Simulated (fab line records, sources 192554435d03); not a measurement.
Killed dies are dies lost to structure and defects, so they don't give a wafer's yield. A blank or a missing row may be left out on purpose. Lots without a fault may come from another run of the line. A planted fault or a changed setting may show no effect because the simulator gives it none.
fab line records | flow n5_finfet
record lots=20 wafers=60 last_day=18
route steps=1938 shown BEOL_M10@1523 BEOL_M11@1552
lots that met no fault: from a run of the same line without faults
start_h: hours from the record's first day to the start of the lot's first wafer shown | wait_h: hours since the lot's step before | " the same as in the row above | L1.1+2: a row that stands for several wafers | - no value, or no start given | * or withheld: withheld | < > ~ a bound
route shown NAME@n: a module of which the file shows steps, and the number in the route of the first | usual: mean/standard deviation of fault-free wafers | same: alike in all rows | chamber/n: place in a boat | sites: the reading at each site | _std_site: their standard deviation | _edge_site: outer sites' mean less inner sites' | radius_mm: how far each site lies from the wafer's centre | mask NAME#n: copy n | behind: the tool/chamber that last shaped the wafer | hold: why the lot was held/for how many hours/how that ended | device: the transistor (n, p or np) that didn't switch | end of line: the same wafers' tests at the end of the route | a step without rows: its recipe alone | killed: dies lost to structure and defects at the first sort, not the wafer's yield | map: a wafer's dies, x killed, . not, _ none there
set.NAME: the setting as run; set.NAME@STEP: as run at that earlier step | model.NAME: the simulator's own value behind a step, which no gauge read
steps of the route over a sample of lots; a table a step, a row a wafer
services: from which hour (start_h, from the record's first day; less than 0 if before it) a tool's chamber was out of use, for how many hours, and why
## steps
# step N5_BEOL_M10_PRE_CLEAN_45
# recipe gas=H2/He time_s=30 temp_c=250
# usual heater_power_w=329/26
# columns lot.wafer tool chamber start_h wait_h heater_power_w
L077.3 pvd_sputter-03 - 235.07 0.0 392
L077.5 " - " " 375
L077.6 " - " " 321
L076.4 pvd_sputter-02 - 253.63 0.0 312
L076.5 " - " " 349
L076.6 " - " " 311
L078.1 pvd_sputter-01 - 259.62 0.0 369
L078.2 " - " " 316
L078.3 " - " " 314
L079.2 pvd_sputter-01 - 269.94 0.0 306
L079.4 " - " " 308
L079.5 " - " " 301
L080.1 pvd_sputter-03 - 286.22 0.0 303
L080.4 " - " " 369
L080.5 " - " " 305
L081.1 pvd_sputter-03 - 286.48 0.0 313
L081.2 " - " " 303
L081.6 " - " " 304
L082.1 pvd_sputter-03 - 287.60 0.0 306
L082.3 " - " " 323
L082.4 " - " " 304
L084.1 pvd_sputter-01 - 295.25 0.0 330
L084.2 " - " " 312
L084.5 " - " " 381
L083.3 pvd_sputter-01 - 297.45 0.0 312
L083.5 " - " " 319
L083.6 " - " " 297
L085.2 pvd_sputter-02 - 301.71 0.0 309
L085.4 " - " " 327
L085.6 " - " " 334
L086.3 pvd_sputter-02 - 302.15 0.0 318
L086.4 " - " " 358
L086.6 " - " " 356
L088.2 pvd_sputter-02 - 310.68 0.0 320
L088.4 " - " " 357
L088.6 " - " " 313
L087.2 pvd_sputter-03 - 312.51 0.0 382
L087.4 " - " " 301
L087.6 " - " " 318
L090.2 pvd_sputter-03 - 319.65 0.0 326
L090.3 " - " " 386
L090.5 " - " " 375
L089.1 pvd_sputter-03 - 329.75 0.0 322
L089.3 " - " " 372
L089.6 " - " " 376
L091.3 pvd_sputter-03 - 338.78 0.0 315
L091.4 " - " " 379
L091.6 " - " " 388
L092.2 pvd_sputter-03 - 341.68 0.0 312
L092.3 " - " " 391
L092.5 " - " " 302
L093.2 pvd_sputter-01 - 347.67 0.0 313
L093.5 " - " " 320
L093.6 " - " " 301
L094.2 pvd_sputter-02 - 352.15 0.0 312
L094.4 " - " " 324
L094.5 " - " " 326
L096.3 pvd_sputter-02 - 369.55 0.0 315
L096.5 " - " " 342
L096.6 " - " " 316
# step N5_BEOL_M11_DESCUM_16
# recipe chemistry=O2 time_s=7.9 source_power_w=50 bias_power_w=20 pressure_mtorr=20 rf_frequency_hz=2.712e+07 temp_c=40 resist=CAR-ArF o2_flow_sccm=225
# usual chamber_pressure_mTorr=20.001/0.017 drypump_motor_current_A=5.8/0.53 oes_product_au=0.82/0.1 rf_vpp_V=243.6/1.2 showerhead_plenum_p_Torr=2.12/0.059 throttle_valve_pct=20.39/0.27
# columns lot.wafer tool chamber start_h wait_h chamber_pressure_mTorr drypump_motor_current_A oes_product_au rf_hours_counter_h rf_vpp_V showerhead_plenum_p_Torr throttle_valve_pct
L077.3 rie_diel-03 2 240.34 0.0 19.995 6.0 0.95 21 243.1 2.12 20.29
L077.5 " 3 " " 20.005 4.8 0.73 - 244.8 2.17 20.54
L077.6 " 2 " " 19.990 6.0 0.95 - 244.2 2.12 20.30
L076.4 rie_diel-02 1 257.44 0.0 20.002 6.3 0.80 - 244.1 2.13 20.16
L076.5 " 2 " " 20.014 5.9 0.93 - 245.4 2.24 20.05
L076.6 " 3 " " 20.013 6.3 0.66 - 243.6 2.17 20.60
L078.1 rie_diel-05 3 265.52 0.0 19.984 5.8 0.70 194 244.7 2.14 20.64
L078.2 " 1 " " 19.983 5.3 0.95 12 242.6 2.14 20.35
L078.3 " 0 " " 20.006 6.6 0.75 178 243.2 2.02 20.23
L079.2 rie_diel-05 1 275.25 0.1 20.017 5.3 0.95 16 243.1 2.14 20.35
L079.4 " 3 " " 19.998 5.8 0.69 196 245.2 2.14 20.66
L079.5 " 3 " " 19.996 5.8 0.69 - 245.2 2.14 20.65
L080.1 rie_diel-05 0 289.46 0.0 19.988 6.6 0.74 184 242.2 2.02 20.25
L080.4 " 1 " " 20.001 5.3 0.94 19 243.1 2.14 20.34
L080.5 " 2 " " 20.003 6.6 0.74 - 242.9 2.10 20.66
L081.1 rie_diel-05 3 290.26 0.4 19.944 5.8 0.69 200 244.8 2.14 20.64
L081.2 " 1 " " 20.026 5.3 0.94 20 244.2 2.14 20.33
L081.6 " 3 " " 19.980 5.8 0.69 - 244.5 2.14 20.66
L082.1 rie_diel-05 1 292.49 0.2 20.005 5.3 0.93 20 244.5 2.14 20.36
L082.3 " 3 " " 19.996 5.8 0.69 202 244.4 2.14 20.64
L082.4 " 0 " " 19.994 6.6 0.74 186 241.7 2.02 20.26
L084.1 rie_diel-05 2 298.72 0.0 19.986 6.6 0.73 191 243.1 2.10 20.66
L084.2 " 0 " " 19.985 6.6 0.73 187 242.8 2.02 20.27
L084.5 " 0 " " 20.028 6.6 0.73 - 241.2 2.02 20.27
L083.3 rie_diel-02 2 302.16 0.0 19.979 5.9 0.88 21 246.8 2.23 20.07
L083.5 " 0 " " 20.004 5.2 0.95 - 243.5 2.10 19.99
L083.6 " 1 " " 20.022 6.3 0.78 - 243.7 2.13 20.21
L085.2 rie_diel-03 0 306.40 0.0 20.003 5.9 0.89 51 243.4 2.02 20.31
L085.4 " 1 " " 20.008 5.3 0.70 215 243.0 2.08 20.98
L085.6 " 0 " " 20.032 5.9 0.88 - 243.3 2.02 20.35
L086.3 rie_diel-02 2 306.61 0.0 19.990 5.9 0.88 23 245.9 2.23 20.08
L086.4 " 2 " " 19.991 5.9 0.88 - 245.5 2.23 20.08
L086.6 " 0 " " 20.039 5.2 0.96 - 244.5 2.10 20.00
L088.2 rie_diel-02 1 316.12 0.0 20.013 6.3 0.78 107 244.3 2.12 20.20
L088.4 " 0 " " 19.988 5.2 0.94 13 244.1 2.10 20.00
L088.6 " 3 " " 19.976 6.3 1.03 - 243.5 2.17 20.12
L087.2 rie_diel-05 2 318.83 0.0 19.980 6.6 0.73 197 242.3 2.10 20.66
L087.4 " 1 " " 20.045 5.3 0.92 28 244.0 2.14 20.37
L087.6 " 1 " " 19.998 5.3 0.92 - 242.9 2.14 20.36
L090.2 rie_diel-02 0 324.47 0.0 20.031 5.2 0.93 16 244.6 2.10 20.02
L090.3 " 2 " " 19.990 5.9 0.87 29 246.1 2.23 20.08
L090.5 " 0 " " 20.014 5.2 0.92 - 244.4 2.10 20.01
L089.1 rie_diel-03 1 333.99 0.4 19.970 5.4 0.71 223 243.4 2.08 21.00
L089.3 " 3 " " 20.001 4.8 0.70 221 245.1 2.16 20.58
L089.6 " 0 " " 19.995 5.9 0.87 - 242.7 2.01 20.35
L091.3 rie_diel-02 1 342.49 0.0 20.001 6.3 0.78 115 242.5 2.12 20.22
L091.4 " 3 " " 19.985 6.2 0.95 9 244.9 2.16 20.15
L091.6 " 2 " " 19.968 5.9 0.86 - 245.8 2.23 20.09
L092.2 rie_diel-05 0 345.25 0.0 20.017 6.6 0.72 201 240.4 2.01 20.27
L092.3 " 3 " " 19.997 5.9 0.68 217 244.4 2.14 20.67
L092.5 " 1 " " 20.003 5.3 0.89 - 243.6 2.13 20.36
L093.2 rie_diel-03 3 352.27 0.0 20.011 4.8 0.68 227 243.5 2.16 20.59
L093.5 " 1 " " 20.000 5.4 0.69 - 242.0 2.07 20.99
L093.6 " 2 " " 20.013 6.0 0.87 - 243.6 2.11 20.35
L094.2 rie_diel-02 2 356.48 0.2 19.994 6.0 0.86 40 243.7 2.22 20.11
L094.4 " 1 " " 20.021 6.3 0.77 120 243.6 2.12 20.22
L094.5 " 3 " " 19.988 6.2 0.94 - 244.0 2.16 20.16
L096.3 rie_diel-02 1 373.36 0.3 19.985 6.3 0.77 125 243.4 2.12 20.23
L096.5 " 2 " " 20.009 5.9 0.84 - 244.4 2.22 20.12
L096.6 " 1 " " 19.994 6.3 0.76 - 242.9 2.12 20.21
# step N5_BEOL_M11_ETCH_61
# recipe chemistry=CF4 target=SiARC target_depth_a=390 mask_material=CAR-ArF time_s=65 ion_energy_ev=80 pressure_mtorr=40 source_w=545 bias_w=36 Ar_flow_sccm=100 cf4_flow_sccm=100 ends=cleared
# usual chamber_pressure_mTorr=40.00/0.051 drypump_motor_current_A=5.8/0.53 etch_rf_on_time_s=65.3/2 oes_product_au=0.69/0.085 rf_vpp_V=184.2/1 showerhead_plenum_p_Torr=2.17/0.058 throttle_valve_pct=15.55/0.26
# columns lot.wafer tool chamber start_h wait_h chamber_pressure_mTorr drypump_motor_current_A etch_rf_on_time_s oes_product_au rf_hours_counter_h rf_vpp_V showerhead_plenum_p_Torr throttle_valve_pct
L077.3 rie_diel-03 2 240.37 0.0 40.03 6.0 64.5 0.80 21 183.1 2.19 15.56
L077.5 " 3 " " 39.95 4.8 65.4 0.61 - 183.2 2.22 15.70
L077.6 " 2 " " 39.98 6.0 64.8 0.80 - 185.9 2.20 15.57
L076.4 rie_diel-02 1 257.48 0.0 40.01 6.3 65.3 0.68 - 185.3 2.17 15.32
L076.5 " 2 " " 40.01 5.9 68.4 0.78 - 185.4 2.29 15.18
L076.6 " 3 " " 40.01 6.2 66.1 0.57 - 185.2 2.20 15.70
L078.1 rie_diel-05 3 265.56 0.0 39.95 5.9 66.2 0.59 194 184.6 2.20 15.89
L078.2 " 1 " " 40.02 5.3 64.9 0.80 12 184.2 2.18 15.39
L078.3 " 0 " " 39.96 6.6 67.0 0.63 178 182.3 2.06 15.39
L079.2 rie_diel-05 1 275.28 0.0 39.97 5.4 64.5 0.79 16 184.5 2.18 15.39
L079.4 " 3 " " 40.08 5.8 66.1 0.59 196 184.7 2.20 15.90
L079.5 " 3 " " 39.98 5.8 65.7 0.60 - 184.1 2.20 15.89
L080.1 rie_diel-05 0 289.50 0.0 40.01 6.6 67.8 0.61 184 182.7 2.06 15.41
L080.4 " 1 " " 40.00 5.3 64.7 0.78 19 184.5 2.18 15.40
L080.5 " 2 " " 39.98 6.6 65.9 0.62 - 183.7 2.12 15.58
L081.1 rie_diel-05 3 290.30 0.0 40.01 5.8 66.8 0.58 200 183.9 2.20 15.91
L081.2 " 1 " " 40.02 5.3 65.7 0.78 20 184.2 2.18 15.39
L081.6 " 3 " " 39.96 5.8 67.2 0.58 - 184.9 2.20 15.91
L082.1 rie_diel-05 1 292.52 0.0 40.00 5.3 64.2 0.78 20 182.4 2.18 15.40
L082.3 " 3 " " 40.03 5.8 66.5 0.58 202 184.9 2.20 15.92
L082.4 " 0 " " 39.92 6.6 66.8 0.62 186 182.6 2.06 15.41
L084.1 rie_diel-05 2 298.76 0.0 39.98 6.6 66.5 0.62 191 184.2 2.12 15.59
L084.2 " 0 " " 39.97 6.6 68.3 0.60 187 183.3 2.06 15.40
L084.5 " 0 " " 40.00 6.6 68.5 0.61 - 183.3 2.06 15.42
L083.3 rie_diel-02 2 302.19 0.0 40.09 5.9 68.2 0.74 21 186.2 2.28 15.22
L083.5 " 0 " " 40.06 5.2 64.3 0.82 - 184.9 2.19 15.36
L083.6 " 1 " " 40.01 6.3 65.6 0.66 - 185.1 2.17 15.35
L085.2 rie_diel-03 0 306.43 0.0 40.00 5.9 63.3 0.75 51 183.3 2.09 15.69
L085.4 " 1 " " 39.96 5.4 60.5 0.63 215 183.5 2.13 16.08
L085.6 " 0 " " 40.01 5.9 63.4 0.75 - 182.1 2.09 15.68
L086.3 rie_diel-02 2 306.65 0.0 40.02 5.9 68.0 0.73 23 185.3 2.28 15.22
L086.4 " 2 " " 39.97 5.9 67.8 0.74 - 185.3 2.28 15.22
L086.6 " 0 " " 40.02 5.2 64.5 0.80 - 184.4 2.19 15.36
L088.2 rie_diel-02 1 316.15 0.0 40.04 6.3 65.3 0.66 107 184.7 2.16 15.35
L088.4 " 0 " " 39.98 5.2 65.1 0.79 13 184.8 2.19 15.36
L088.6 " 3 " " 39.95 6.2 63.2 0.88 - 184.6 2.19 15.15
L087.2 rie_diel-05 2 318.86 0.0 39.95 6.6 66.0 0.61 197 182.8 2.12 15.60
L087.4 " 1 " " 40.01 5.3 65.4 0.76 28 184.9 2.18 15.42
L087.6 " 1 " " 40.02 5.3 65.0 0.77 - 184.4 2.18 15.42
L090.2 rie_diel-02 0 324.50 0.0 40.03 5.2 65.0 0.79 16 184.3 2.19 15.38
L090.3 " 2 " " 39.98 5.9 68.2 0.73 29 185.8 2.28 15.23
L090.5 " 0 " " 39.97 5.2 65.2 0.78 - 185.7 2.19 15.37
L089.1 rie_diel-03 1 334.02 0.0 39.96 5.3 60.8 0.62 223 182.8 2.13 16.09
L089.3 " 3 " " 40.04 4.8 66.0 0.60 221 185.1 2.21 15.75
L089.6 " 0 " " 40.04 5.9 64.1 0.75 - 184.1 2.08 15.68
L091.3 rie_diel-02 1 342.52 0.0 40.03 6.3 66.4 0.65 115 184.2 2.16 15.39
L091.4 " 3 " " 40.01 6.2 65.0 0.82 9 184.8 2.19 15.18
L091.6 " 2 " " 40.01 5.9 68.8 0.72 - 185.3 2.28 15.23
L092.2 rie_diel-05 0 345.28 0.0 39.98 6.6 68.5 0.59 201 182.0 2.05 15.43
L092.3 " 3 " " 39.93 5.9 66.7 0.58 217 185.2 2.20 15.94
L092.5 " 1 " " 40.01 5.3 64.9 0.75 - 185.0 2.17 15.43
L093.2 rie_diel-03 3 352.31 0.0 40.00 4.9 65.8 0.59 227 185.2 2.21 15.78
L093.5 " 1 " " 39.96 5.3 60.9 0.62 - 184.5 2.12 16.10
L093.6 " 2 " " 40.02 6.0 66.1 0.74 - 185.5 2.18 15.62
L094.2 rie_diel-02 2 356.52 0.0 40.04 5.9 67.6 0.72 40 185.5 2.27 15.25
L094.4 " 1 " " 40.00 6.3 65.6 0.65 120 184.0 2.16 15.38
L094.5 " 3 " " 40.02 6.3 63.8 0.82 - 185.3 2.19 15.20
L096.3 rie_diel-02 1 373.40 0.0 39.96 6.3 64.6 0.64 125 184.0 2.16 15.40
L096.5 " 2 " " 40.01 5.9 66.8 0.72 - 186.0 2.27 15.25
L096.6 " 1 " " 40.05 6.3 64.7 0.65 - 183.9 2.16 15.39
# step N5_BEOL_M11_INSPECT_30
# recipe mode=adi inspect_instrument=brightfield
# usual raw_defect_count=422/93
# columns lot.wafer tool chamber start_h wait_h raw_defect_count
L077.3 defect_inspect-02 - 244.60 0.0 270
L077.5 " - " " 397
L077.6 " - " " 304
L076.4 defect_inspect-02 - 258.25 0.0 446
L076.5 " - " " 471
L076.6 " - " " 534
L078.1 defect_inspect-02 - 266.32 0.0 297
L078.2 " - " " 382
L078.3 " - " " 414
L079.2 defect_inspect-01 - 277.02 0.0 389
L079.4 " - " " 386
L079.5 " - " " 572
L080.1 defect_inspect-02 - 292.77 0.0 316
L080.4 " - " " 269
L080.5 " - " " 454
L081.1 defect_inspect-02 - 293.02 0.0 425
L081.2 " - " " 331
L081.6 " - " " 538
L082.1 defect_inspect-01 - 293.41 0.0 267
L082.3 " - " " 303
L082.4 " - " " 478
L084.1 defect_inspect-01 - 300.41 0.0 433
L084.2 " - " " 325
L084.5 " - " " 555
L083.3 defect_inspect-01 - 305.74 0.0 587
L083.5 " - " " 486
L083.6 " - " " 302
L085.2 defect_inspect-01 - 308.96 0.0 269
L085.4 " - " " 421
L085.6 " - " " 410
L086.3 defect_inspect-01 - 309.13 0.0 601
L086.4 " - " " 386
L086.6 " - " " 537
L088.2 defect_inspect-01 - 318.07 0.0 480
L088.4 " - " " 535
L088.6 " - " " 626
L087.2 defect_inspect-02 - 319.62 0.0 553
L087.4 " - " " 480
L087.6 " - " " 350
L090.2 defect_inspect-02 - 328.24 0.6 341
L090.3 " - " " 291
L090.5 " - " " 393
L089.1 defect_inspect-01 - 337.75 0.0 458
L089.3 " - " " 416
L089.6 " - " " 654
L091.3 defect_inspect-01 - 343.81 0.0 411
L091.4 " - " " 512
L091.6 " - " " 367
L092.2 defect_inspect-01 - 346.37 0.0 510
L092.3 " - " " 470
L092.5 " - " " 445
L093.2 defect_inspect-02 - 355.20 0.0 447
L093.5 " - " " 480
L093.6 " - " " 423
L094.2 defect_inspect-01 - 357.80 0.0 544
L094.4 " - " " 514
L094.5 " - " " 558
L096.3 defect_inspect-02 - 374.84 0.0 425
L096.5 " - " " 376
L096.6 " - " " 518
# step N5_BEOL_M11_DESCUM_33
# recipe chemistry=O2 time_s=7.9 source_power_w=50 bias_power_w=20 pressure_mtorr=20 rf_frequency_hz=2.712e+07 temp_c=40 resist=CAR-ArF o2_flow_sccm=225
# usual chamber_pressure_mTorr=19.999/0.02 drypump_motor_current_A=5.9/0.54 oes_product_au=0.79/0.1 rf_vpp_V=243.6/1.4 showerhead_plenum_p_Torr=2.12/0.059 throttle_valve_pct=20.41/0.25
# columns lot.wafer tool chamber start_h wait_h chamber_pressure_mTorr drypump_motor_current_A oes_product_au rf_hours_counter_h rf_vpp_V showerhead_plenum_p_Torr throttle_valve_pct
L077.3 rie_diel-02 0 244.64 0.0 19.992 5.2 0.68 247 244.0 2.11 20.18
L077.5 " 2 " " 20.007 5.9 0.95 - 244.7 2.24 20.04
L077.6 " 1 " " 19.999 6.3 0.81 - 243.0 2.13 20.16
L076.4 rie_diel-05 3 258.28 0.0 19.974 5.9 0.69 192 245.1 2.14 20.65
L076.5 " 3 " " 20.024 5.9 0.69 - 244.2 2.14 20.65
L076.6 " 0 " " 20.028 6.6 0.74 - 241.6 2.02 20.25
L078.1 rie_diel-02 2 266.46 0.1 19.984 5.9 0.92 10 245.6 2.23 20.05
L078.2 " 3 " " 19.966 6.2 0.66 251 244.0 2.17 20.63
L078.3 " 1 " " 19.990 6.3 0.81 91 243.9 2.13 20.16
L079.2 rie_diel-02 2 277.47 0.5 19.994 5.9 0.89 14 245.2 2.23 20.06
L079.4 " 2 " " 19.976 5.9 0.90 - 244.0 2.23 20.05
L079.5 " 1 " " 20.032 6.3 0.80 - 243.9 2.13 20.17
L080.1 rie_diel-05 3 293.04 0.3 19.999 5.8 0.68 202 243.5 2.14 20.65
L080.4 " 1 " " 19.981 5.3 0.92 20 245.0 2.14 20.34
L080.5 " 0 " " 19.980 6.6 0.73 - 243.3 2.02 20.25
L081.1 rie_diel-05 2 293.51 0.5 19.994 6.6 0.73 190 242.6 2.10 20.65
L081.2 " 1 " " 20.025 5.4 0.93 21 243.1 2.14 20.32
L081.6 " 2 " " 20.005 6.6 0.73 - 242.9 2.10 20.67
L082.1 rie_diel-03 0 293.54 0.1 19.969 5.9 0.89 47 243.3 2.02 20.35
L082.3 " 3 " " 20.012 4.8 0.71 209 243.4 2.17 20.55
L082.4 " 1 " " 20.009 5.4 0.71 214 242.4 2.08 20.96
L084.1 rie_diel-05 3 300.87 0.5 19.979 5.8 0.68 204 245.2 2.14 20.66
L084.2 " 1 " " 19.944 5.3 0.93 22 242.5 2.14 20.35
L084.5 " 3 " " 19.989 5.8 0.68 - 244.2 2.14 20.68
L083.3 rie_diel-03 2 305.93 0.2 19.996 6.0 0.91 42 245.3 2.11 20.33
L083.5 " 2 " " 19.985 6.0 0.90 - 243.8 2.11 20.32
L083.6 " 0 " " 19.965 5.9 0.88 - 242.8 2.02 20.34
L085.2 rie_diel-05 1 309.00 0.0 20.015 5.3 0.92 25 244.0 2.14 20.36
L085.4 " 0 " " 20.018 6.6 0.73 190 241.7 2.02 20.26
L085.6 " 1 " " 19.993 5.3 0.91 - 244.0 2.14 20.35
L086.3 rie_diel-03 0 309.17 0.0 19.989 5.9 0.88 52 240.7 2.02 20.34
L086.4 " 3 " " 19.949 4.8 0.69 213 244.4 2.16 20.56
L086.6 " 2 " " 20.021 6.0 0.90 - 244.9 2.11 20.33
L088.2 rie_diel-03 1 318.12 0.1 19.992 5.3 0.70 219 243.2 2.08 20.98
L088.4 " 0 " " 20.027 5.9 0.87 55 243.5 2.02 20.35
L088.6 " 0 " " 20.022 5.9 0.87 - 242.2 2.02 20.33
L087.2 rie_diel-05 0 319.65 0.0 20.010 6.6 0.72 193 242.0 2.01 20.26
L087.4 " 3 " " 20.036 5.9 0.67 210 244.5 2.14 20.66
L087.6 " 1 " " 20.029 5.3 0.92 - 243.4 2.14 20.37
L090.2 rie_diel-05 2 328.27 0.0 20.011 6.6 0.72 199 242.7 2.10 20.66
L090.3 " 0 " " 20.005 6.6 0.72 195 239.5 2.01 20.26
L090.5 " 1 " " 20.010 5.3 0.91 - 242.7 2.13 20.35
L089.1 rie_diel-02 2 337.79 0.0 20.003 5.9 0.87 34 246.0 2.23 20.10
L089.3 " 0 " " 20.018 5.2 0.92 21 242.7 2.10 20.01
L089.6 " 3 " " 20.001 6.3 0.97 - 243.9 2.17 20.13
L091.3 rie_diel-03 3 343.85 0.0 19.969 4.8 0.69 224 243.6 2.16 20.58
L091.4 " 0 " " 19.971 5.9 0.87 62 242.4 2.01 20.35
L091.6 " 2 " " 20.007 6.0 0.88 - 243.1 2.11 20.34
L092.2 rie_diel-05 2 346.72 0.4 20.001 6.6 0.72 206 242.8 2.10 20.69
L092.3 " 1 " " 19.970 5.3 0.91 37 244.4 2.13 20.40
L092.5 " 1 " " 20.002 5.3 0.90 - 244.1 2.13 20.39
L093.2 rie_diel-02 1 355.23 0.0 19.990 6.3 0.77 119 243.5 2.12 20.21
L093.5 " 0 " " 19.995 5.2 0.91 - 244.0 2.10 20.03
L093.6 " 1 " " 20.008 6.3 0.77 - 244.2 2.12 20.22
L094.2 rie_diel-02 2 357.87 0.1 19.975 5.9 0.85 40 247.3 2.22 20.10
L094.4 " 0 " " 20.024 5.2 0.89 28 244.4 2.10 20.03
L094.5 " 1 " " 20.007 6.3 0.77 - 242.5 2.12 20.22
L096.3 rie_diel-03 0 375.09 0.2 19.984 5.9 0.86 72 240.4 2.01 20.38
L096.5 " 3 " " 20.007 4.9 0.69 - 243.6 2.16 20.58
L096.6 " 2 " " 19.997 6.0 0.88 - 242.6 2.10 20.36
# step N5_BEOL_M11_ETCH_65
# recipe chemistry=CF4 target=SiARC target_depth_a=390 mask_material=CAR-ArF time_s=65 ion_energy_ev=80 pressure_mtorr=40 source_w=545 bias_w=36 Ar_flow_sccm=100 cf4_flow_sccm=100 ends=cleared
# usual chamber_pressure_mTorr=40.01/0.034 drypump_motor_current_A=5.9/0.54 etch_rf_on_time_s=65.7/1.8 oes_product_au=0.67/0.082 rf_vpp_V=184.4/1.2 showerhead_plenum_p_Torr=2.17/0.059 throttle_valve_pct=15.58/0.24
# columns lot.wafer tool chamber start_h wait_h chamber_pressure_mTorr drypump_motor_current_A etch_rf_on_time_s oes_product_au rf_hours_counter_h rf_vpp_V showerhead_plenum_p_Torr throttle_valve_pct
L077.3 rie_diel-02 0 244.67 0.0 39.95 5.2 68.0 0.58 247 185.3 2.19 15.78
L077.5 " 2 " " 40.02 5.9 68.6 0.79 - 184.9 2.29 15.17
L077.6 " 1 " " 39.98 6.3 66.3 0.68 - 183.9 2.17 15.30
L076.4 rie_diel-05 3 258.32 0.0 40.03 5.8 66.6 0.59 192 187.6 2.20 15.90
L076.5 " 3 " " 39.99 5.9 67.1 0.59 - 185.1 2.20 15.88
L076.6 " 0 " " 40.06 6.6 68.0 0.62 - 183.9 2.06 15.41
L078.1 rie_diel-02 2 266.50 0.0 40.05 5.9 67.9 0.77 10 185.1 2.29 15.18
L078.2 " 3 " " 39.98 6.2 65.6 0.57 251 186.0 2.20 15.69
L078.3 " 1 " " 39.98 6.3 65.4 0.68 91 184.3 2.17 15.32
L079.2 rie_diel-02 2 277.51 0.0 39.99 5.9 67.5 0.76 14 186.4 2.28 15.20
L079.4 " 2 " " 39.99 5.9 66.9 0.76 - 185.1 2.28 15.19
L079.5 " 1 " " 40.03 6.3 64.7 0.67 - 185.1 2.17 15.35
L080.1 rie_diel-05 3 293.08 0.0 39.94 5.9 67.4 0.58 202 185.0 2.20 15.93
L080.4 " 1 " " 40.00 5.3 64.5 0.79 20 184.9 2.18 15.40
L080.5 " 0 " " 39.99 6.6 68.0 0.61 - 183.1 2.06 15.42
L081.1 rie_diel-05 2 293.54 0.0 39.97 6.6 66.1 0.62 190 182.0 2.12 15.60
L081.2 " 1 " " 39.97 5.3 64.5 0.79 21 184.5 2.18 15.42
L081.6 " 2 " " 39.97 6.7 66.1 0.61 - 184.4 2.12 15.59
L082.1 rie_diel-03 0 293.58 0.0 40.05 5.9 63.2 0.76 47 184.1 2.09 15.67
L082.3 " 3 " " 39.99 4.8 65.6 0.60 209 186.0 2.21 15.74
L082.4 " 1 " " 39.93 5.3 60.4 0.63 214 185.4 2.13 16.07
L084.1 rie_diel-05 3 300.91 0.0 40.05 5.9 67.7 0.58 204 183.8 2.20 15.93
L084.2 " 1 " " 40.04 5.3 65.1 0.78 22 184.1 2.18 15.40
L084.5 " 3 " " 40.02 5.9 66.4 0.58 - 185.5 2.20 15.91
L083.3 rie_diel-03 2 305.96 0.0 40.01 6.0 64.8 0.76 42 182.5 2.19 15.59
L083.5 " 2 " " 40.02 6.0 65.3 0.75 - 185.5 2.19 15.61
L083.6 " 0 " " 40.05 6.0 63.6 0.75 - 184.5 2.09 15.67
L085.2 rie_diel-05 1 309.03 0.0 40.00 5.3 65.5 0.77 25 185.3 2.18 15.40
L085.4 " 0 " " 40.01 6.6 68.1 0.61 190 183.1 2.06 15.41
L085.6 " 1 " " 40.02 5.3 64.5 0.78 - 184.9 2.18 15.41
L086.3 rie_diel-03 0 309.20 0.0 39.96 5.9 63.0 0.76 52 183.5 2.09 15.69
L086.4 " 3 " " 40.02 4.8 65.0 0.60 213 184.6 2.21 15.73
L086.6 " 2 " " 40.00 6.0 65.4 0.76 - 185.2 2.19 15.61
L088.2 rie_diel-03 1 318.16 0.0 40.06 5.3 61.0 0.62 219 182.8 2.13 16.09
L088.4 " 0 " " 40.00 5.9 64.2 0.75 55 183.6 2.08 15.67
L088.6 " 0 " " 40.03 5.9 64.0 0.75 - 183.6 2.08 15.67
L087.2 rie_diel-05 0 319.69 0.0 39.92 6.6 67.8 0.60 193 183.3 2.06 15.42
L087.4 " 3 " " 39.98 5.8 67.3 0.57 210 184.4 2.20 15.94
L087.6 " 1 " " 40.04 5.3 64.8 0.76 - 183.8 2.18 15.42
L090.2 rie_diel-05 2 328.30 0.0 40.06 6.6 66.2 0.61 199 185.0 2.11 15.62
L090.3 " 0 " " 39.98 6.6 67.6 0.61 195 182.9 2.06 15.42
L090.5 " 1 " " 39.99 5.3 64.6 0.77 - 185.8 2.18 15.42
L089.1 rie_diel-02 2 337.82 0.0 40.04 5.9 67.7 0.72 34 186.6 2.28 15.23
L089.3 " 0 " " 40.07 5.2 64.9 0.78 21 185.3 2.19 15.38
L089.6 " 3 " " 40.05 6.2 64.3 0.83 - 184.8 2.19 15.18
L091.3 rie_diel-03 3 343.88 0.0 40.04 4.8 66.4 0.59 224 183.4 2.21 15.75
L091.4 " 0 " " 40.08 5.9 63.8 0.75 62 182.9 2.08 15.70
L091.6 " 2 " " 40.01 6.0 66.7 0.74 - 184.0 2.18 15.62
L092.2 rie_diel-05 2 346.76 0.0 40.01 6.6 66.4 0.61 206 184.5 2.11 15.64
L092.3 " 1 " " 40.04 5.3 64.1 0.75 37 184.3 2.17 15.45
L092.5 " 1 " " 40.03 5.3 64.0 0.76 - 184.7 2.17 15.44
L093.2 rie_diel-02 1 355.27 0.0 39.98 6.3 66.0 0.65 119 184.5 2.16 15.37
L093.5 " 0 " " 40.01 5.2 65.2 0.76 - 183.7 2.18 15.41
L093.6 " 1 " " 39.91 6.3 65.9 0.65 - 184.0 2.16 15.39
L094.2 rie_diel-02 2 357.91 0.0 40.02 5.9 67.4 0.71 40 183.0 2.27 15.25
L094.4 " 0 " " 40.04 5.2 64.7 0.76 28 184.0 2.18 15.40
L094.5 " 1 " " 39.98 6.3 65.7 0.65 - 184.0 2.16 15.37
L096.3 rie_diel-03 0 375.12 0.0 40.00 5.9 64.1 0.73 72 181.6 2.08 15.72
L096.5 " 3 " " 40.02 4.8 66.1 0.58 - 186.3 2.21 15.80
L096.6 " 2 " " 40.07 5.9 66.5 0.73 - 184.8 2.18 15.66
## services
# columns tool chamber start_h hours kind
rie_diel-02 2 214.60 - clean
rie_diel-02 2 214.60 - consumable_replace:focus_ring
rie_diel-02 2 214.60 - consumable_replace:showerhead
rie_diel-02 2 214.60 22.7 scheduled_down
rie_diel-02 2 214.60 22.7 vent_cycle
rie_diel-02 0 254.63 - clean
rie_diel-02 0 254.63 - consumable_replace:focus_ring
rie_diel-02 0 254.63 32.4 scheduled_down
rie_diel-02 0 254.63 32.4 vent_cycle
rie_diel-02 3 287.04 - clean
rie_diel-02 3 287.04 - consumable_replace:focus_ring
rie_diel-02 3 287.04 29.0 scheduled_down
rie_diel-02 3 287.04 29.0 vent_cycle
rie_diel-03 1 298.81 7.3 repair
rie_diel-02 1 322.00 2.0 repair
rie_diel-03 - 350.66 0.5 repair
pvd_sputter-01 - 350.73 6.6 repair
## key
fault none
